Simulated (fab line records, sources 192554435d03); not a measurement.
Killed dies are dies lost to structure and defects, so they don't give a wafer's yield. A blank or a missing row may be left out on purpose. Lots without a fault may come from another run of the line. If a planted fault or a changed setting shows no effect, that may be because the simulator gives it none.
Matching of chambers || flow n5 finfet || N5_BEOL_M0_STRIP_142 on rie diel-02 has 4 sister chambers
The step strips in N2/H2, time 10 s. 27 wafers are shown with their chamber, then 12 later ones without.

WAFERS, EACH WITH ITS CHAMBER
{"wafer": "L076.3", "chamber": 3, "drypump motor current A (A)": 5.5, "throttle valve pct (%)": 24.03, "oes product au (a.u.)": 0.68}
{"wafer": "L076.4", "chamber": 3, "drypump motor current A (A)": 5.5, "throttle valve pct (%)": 24.03, "oes product au (a.u.)": 0.67}
{"wafer": "L076.6", "chamber": 1, "drypump motor current A (A)": 6.6, "throttle valve pct (%)": 23.39, "oes product au (a.u.)": 0.94}
{"wafer": "L077.1", "chamber": 2, "drypump motor current A (A)": 5.5, "throttle valve pct (%)": 23.90, "oes product au (a.u.)": 0.90}
{"wafer": "L077.4", "chamber": 3, "drypump motor current A (A)": 5.6, "throttle valve pct (%)": 24.03, "oes product au (a.u.)": 0.68}
{"wafer": "L077.5", "chamber": 1, "drypump motor current A (A)": 6.6, "throttle valve pct (%)": 23.41, "oes product au (a.u.)": 0.93}
{"wafer": "L078.1", "chamber": 3, "drypump motor current A (A)": 5.6, "throttle valve pct (%)": 24.03, "oes product au (a.u.)": 0.67}
{"wafer": "L078.4", "chamber": 2, "drypump motor current A (A)": 5.5, "throttle valve pct (%)": 23.90, "oes product au (a.u.)": 0.91}
{"wafer": "L078.6", "chamber": 1, "drypump motor current A (A)": 6.7, "throttle valve pct (%)": 23.41, "oes product au (a.u.)": 0.92}
{"wafer": "L081.1", "chamber": 2, "drypump motor current A (A)": 5.5, "throttle valve pct (%)": 23.93, "oes product au (a.u.)": 0.89}
{"wafer": "L081.2", "chamber": 1, "drypump motor current A (A)": 6.7, "throttle valve pct (%)": 23.43, "oes product au (a.u.)": 0.89}
{"wafer": "L081.3", "chamber": 1, "drypump motor current A (A)": 6.7, "throttle valve pct (%)": 23.42, "oes product au (a.u.)": 0.90}
{"wafer": "L084.2", "chamber": 0, "drypump motor current A (A)": 5.7, "throttle valve pct (%)": 23.70, "oes product au (a.u.)": 0.95}
{"wafer": "L084.4", "chamber": 0, "drypump motor current A (A)": 5.7, "throttle valve pct (%)": 23.71, "oes product au (a.u.)": 0.95}
{"wafer": "L084.5", "chamber": 2, "drypump motor current A (A)": 5.5, "throttle valve pct (%)": 23.90, "oes product au (a.u.)": 0.87}
{"wafer": "L085.1", "chamber": 2, "drypump motor current A (A)": 5.5, "throttle valve pct (%)": 23.92, "oes product au (a.u.)": 0.87}
{"wafer": "L085.4", "chamber": 2, "drypump motor current A (A)": 5.5, "throttle valve pct (%)": 23.92, "oes product au (a.u.)": 0.86}
{"wafer": "L085.6", "chamber": 1, "drypump motor current A (A)": 6.7, "throttle valve pct (%)": 23.42, "oes product au (a.u.)": 0.88}
{"wafer": "L086.1", "chamber": 1, "drypump motor current A (A)": 6.7, "throttle valve pct (%)": 23.45, "oes product au (a.u.)": 0.86}
{"wafer": "L086.4", "chamber": 0, "drypump motor current A (A)": 5.6, "throttle valve pct (%)": 23.71, "oes product au (a.u.)": 0.93}
{"wafer": "L086.5", "chamber": 1, "drypump motor current A (A)": 6.7, "throttle valve pct (%)": 23.45, "oes product au (a.u.)": 0.87}
{"wafer": "L088.3", "chamber": 1, "drypump motor current A (A)": 6.7, "throttle valve pct (%)": 23.43, "oes product au (a.u.)": 0.87}
{"wafer": "L088.5", "chamber": 2, "drypump motor current A (A)": 5.5, "throttle valve pct (%)": 23.94, "oes product au (a.u.)": 0.86}
{"wafer": "L088.6", "chamber": 3, "drypump motor current A (A)": 5.6, "throttle valve pct (%)": 23.58, "oes product au (a.u.)": 0.95}
{"wafer": "L087.3", "chamber": 1, "drypump motor current A (A)": 6.7, "throttle valve pct (%)": 23.43, "oes product au (a.u.)": 0.87}
{"wafer": "L087.5", "chamber": 0, "drypump motor current A (A)": 5.7, "throttle valve pct (%)": 23.74, "oes product au (a.u.)": 0.91}
{"wafer": "L087.6", "chamber": 1, "drypump motor current A (A)": 6.7, "throttle valve pct (%)": 23.45, "oes product au (a.u.)": 0.86}

SIGNATURES (averages over the wafers above)
{"reading": "drypump motor current A", "chamber 0": 5.675, "chamber 1": 6.682, "chamber 2": 5.500, "chamber 3": 5.560, "scatter within a chamber": 0.0395}
{"reading": "throttle valve pct", "chamber 0": 23.7150, "chamber 1": 23.4264, "chamber 2": 23.9157, "chamber 3": 23.9400, "scatter within a chamber": 0.0855}
{"reading": "oes product au", "chamber 0": 0.9350, "chamber 1": 0.8900, "chamber 2": 0.8800, "chamber 3": 0.7300, "scatter within a chamber": 0.0561}
Rule: a wafer's distance from a chamber is the root of the sum, over the readings, of the square of ((its reading less the chamber's mean) divided by the reading's scatter). The wafer belongs to the nearest chamber; if the next one is less than 2 further off, it can't be placed. The scatter: take each reading less its chamber's mean, square it, sum over the shown wafers, divide by the number of wafers less the number of chambers, and take the root.

WAFERS MISSING THEIR CHAMBER
{"wafer": "L090.2", "drypump motor current A (A)": 6.6, "throttle valve pct (%)": 23.44, "oes product au (a.u.)": 0.86}
{"wafer": "L090.4", "drypump motor current A (A)": 5.5, "throttle valve pct (%)": 23.58, "oes product au (a.u.)": 0.92}
{"wafer": "L090.6", "drypump motor current A (A)": 5.5, "throttle valve pct (%)": 23.59, "oes product au (a.u.)": 0.93}
{"wafer": "L093.1", "drypump motor current A (A)": 5.5, "throttle valve pct (%)": 23.95, "oes product au (a.u.)": 0.84}
{"wafer": "L093.2", "drypump motor current A (A)": 5.5, "throttle valve pct (%)": 23.58, "oes product au (a.u.)": 0.90}
{"wafer": "L093.4", "drypump motor current A (A)": 5.6, "throttle valve pct (%)": 23.74, "oes product au (a.u.)": 0.90}
{"wafer": "L092.1", "drypump motor current A (A)": 6.7, "throttle valve pct (%)": 23.46, "oes product au (a.u.)": 0.85}
{"wafer": "L092.4", "drypump motor current A (A)": 5.6, "throttle valve pct (%)": 23.60, "oes product au (a.u.)": 0.90}
{"wafer": "L092.5", "drypump motor current A (A)": 5.5, "throttle valve pct (%)": 23.96, "oes product au (a.u.)": 0.84}
{"wafer": "L097.2", "drypump motor current A (A)": 5.6, "throttle valve pct (%)": 23.62, "oes product au (a.u.)": 0.89}
{"wafer": "L097.4", "drypump motor current A (A)": 5.6, "throttle valve pct (%)": 23.74, "oes product au (a.u.)": 0.88}
{"wafer": "L097.6", "drypump motor current A (A)": 5.5, "throttle valve pct (%)": 23.96, "oes product au (a.u.)": 0.83}

THE CHAMBER EACH PASSED THROUGH
{"wafer": "L090.2", "from the rows above": 1, "in truth": 1}
{"wafer": "L090.4", "from the rows above": "can't be placed: 2 or 0 or 3", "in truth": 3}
{"wafer": "L090.6", "from the rows above": "can't be placed: 2 or 0 or 3", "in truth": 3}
{"wafer": "L093.1", "from the rows above": "can't be placed: 2 or 3", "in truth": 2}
{"wafer": "L093.2", "from the rows above": "can't be placed: 2 or 0 or 3", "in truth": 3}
{"wafer": "L093.4", "from the rows above": "can't be placed: 0 or 2 or 3", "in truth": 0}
{"wafer": "L092.1", "from the rows above": 1, "in truth": 1}
{"wafer": "L092.4", "from the rows above": 0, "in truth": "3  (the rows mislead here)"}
{"wafer": "L092.5", "from the rows above": "can't be placed: 2 or 3", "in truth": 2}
{"wafer": "L097.2", "from the rows above": "can't be placed: 0 or 2", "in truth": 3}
{"wafer": "L097.4", "from the rows above": "can't be placed: 0 or 2 or 3", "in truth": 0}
{"wafer": "L097.6", "from the rows above": "can't be placed: 2 or 3", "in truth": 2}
Correctly placed: 2 of 12. Cannot be placed on the basis of these rows: 9; the candidates contain the true chamber in 8. Placed wrongly: 1.
